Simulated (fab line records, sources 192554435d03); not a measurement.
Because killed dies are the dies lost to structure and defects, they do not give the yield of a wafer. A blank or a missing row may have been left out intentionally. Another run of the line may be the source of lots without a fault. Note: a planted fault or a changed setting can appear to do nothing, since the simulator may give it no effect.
Chamber matching :: flow n5 finfet :: N5_DUMMY_GATE_HM_OPEN_21 on rie diel-02: 4 sister chambers
The step chemistry CH3F/O2, target SiNx, target depth 120 nm, time 171.4 s. 16 wafers are shown with their chamber, then 8 later ones without.

WAFERS WITH THEIR CHAMBER
wafer: L074.4
chamber: 2
showerhead plenum p Torr (Torr): 2.09
throttle valve pct (%): 16.44
rf vpp V (V): 297

wafer: L074.5
chamber: 3
showerhead plenum p Torr (Torr): 2.00
throttle valve pct (%): 16.48
rf vpp V (V): 292

wafer: L074.6
chamber: 1
showerhead plenum p Torr (Torr): 1.95
throttle valve pct (%): 16.10
rf vpp V (V): 291

wafer: L082.1
chamber: 3
showerhead plenum p Torr (Torr): 2.00
throttle valve pct (%): 16.49
rf vpp V (V): 292

wafer: L082.2
chamber: 0
showerhead plenum p Torr (Torr): 1.93
throttle valve pct (%): 17.00
rf vpp V (V): 301

wafer: L082.3
chamber: 1
showerhead plenum p Torr (Torr): 1.95
throttle valve pct (%): 16.15
rf vpp V (V): 291

wafer: L083.2
chamber: 1
showerhead plenum p Torr (Torr): 1.95
throttle valve pct (%): 16.15
rf vpp V (V): 291

wafer: L083.3
chamber: 3
showerhead plenum p Torr (Torr): 2.00
throttle valve pct (%): 16.51
rf vpp V (V): 293

wafer: L083.5
chamber: 2
showerhead plenum p Torr (Torr): 2.08
throttle valve pct (%): 16.48
rf vpp V (V): 296

wafer: L084.1
chamber: 1
showerhead plenum p Torr (Torr): 1.94
throttle valve pct (%): 16.16
rf vpp V (V): 291

wafer: L084.3
chamber: 0
showerhead plenum p Torr (Torr): 1.93
throttle valve pct (%): 17.03
rf vpp V (V): 299

wafer: L084.6
chamber: 2
showerhead plenum p Torr (Torr): 2.08
throttle valve pct (%): 16.49
rf vpp V (V): 296

wafer: L089.3
chamber: 0
showerhead plenum p Torr (Torr): 1.93
throttle valve pct (%): 17.03
rf vpp V (V): 300

wafer: L089.4
chamber: 3
showerhead plenum p Torr (Torr): 1.99
throttle valve pct (%): 16.53
rf vpp V (V): 291

wafer: L089.6
chamber: 0
showerhead plenum p Torr (Torr): 1.93
throttle valve pct (%): 17.03
rf vpp V (V): 300

wafer: L091.1
chamber: 2
showerhead plenum p Torr (Torr): 2.08
throttle valve pct (%): 16.51
rf vpp V (V): 296

SIGNATURES, as means of the wafers listed above
reading: showerhead plenum p Torr
chamber 0: 1.9300
chamber 1: 1.9475
chamber 2: 2.0825
chamber 3: 1.9975
scatter within a chamber: 0.00433

reading: throttle valve pct
chamber 0: 17.0225
chamber 1: 16.1400
chamber 2: 16.4800
chamber 3: 16.5025
scatter within a chamber: 0.0241

reading: rf vpp V
chamber 0: 300.00
chamber 1: 291.00
chamber 2: 296.25
chamber 3: 292.00
scatter within a chamber: 0.629
Rule: for each reading, subtract the chamber's mean from the wafer's reading, divide by that reading's scatter and square the result; add these up over the readings and take the root, which gives the wafer's distance from the chamber. If the next closest chamber is less than 2 further off than the closest, the wafer can't be placed; otherwise it belongs to the closest. The scatter is the square root of a quotient: the sum, over the shown wafers, of each reading's squared deviation from its chamber's mean, divided by wafers minus chambers.

WAFERS WITH NO CHAMBER GIVEN
wafer: L091.3
showerhead plenum p Torr (Torr): 1.99
throttle valve pct (%): 16.53
rf vpp V (V): 290

wafer: L091.6
showerhead plenum p Torr (Torr): 1.92
throttle valve pct (%): 17.05
rf vpp V (V): 299

wafer: L095.1
showerhead plenum p Torr (Torr): 1.99
throttle valve pct (%): 16.53
rf vpp V (V): 292

wafer: L095.3
showerhead plenum p Torr (Torr): 1.92
throttle valve pct (%): 17.06
rf vpp V (V): 300

wafer: L095.5
showerhead plenum p Torr (Torr): 1.99
throttle valve pct (%): 16.55
rf vpp V (V): 292

wafer: L096.1
showerhead plenum p Torr (Torr): 2.07
throttle valve pct (%): 16.52
rf vpp V (V): 297

wafer: L096.2
showerhead plenum p Torr (Torr): 1.92
throttle valve pct (%): 17.08
rf vpp V (V): 301

wafer: L096.3
showerhead plenum p Torr (Torr): 1.99
throttle valve pct (%): 16.54
rf vpp V (V): 291

THE CHAMBER EACH PASSED THROUGH
wafer: L091.3
from the rows above: 3
in truth: 3

wafer: L091.6
from the rows above: 0
in truth: 0

wafer: L095.1
from the rows above: 3
in truth: 3

wafer: L095.3
from the rows above: 0
in truth: 0

wafer: L095.5
from the rows above: 3
in truth: 3

wafer: L096.1
from the rows above: 2
in truth: 2

wafer: L096.2
from the rows above: 0
in truth: 0

wafer: L096.3
from the rows above: 3
in truth: 3
Placed correctly: 8 of 8. Left unplaced by these rows: 0. Number placed wrongly: 0.
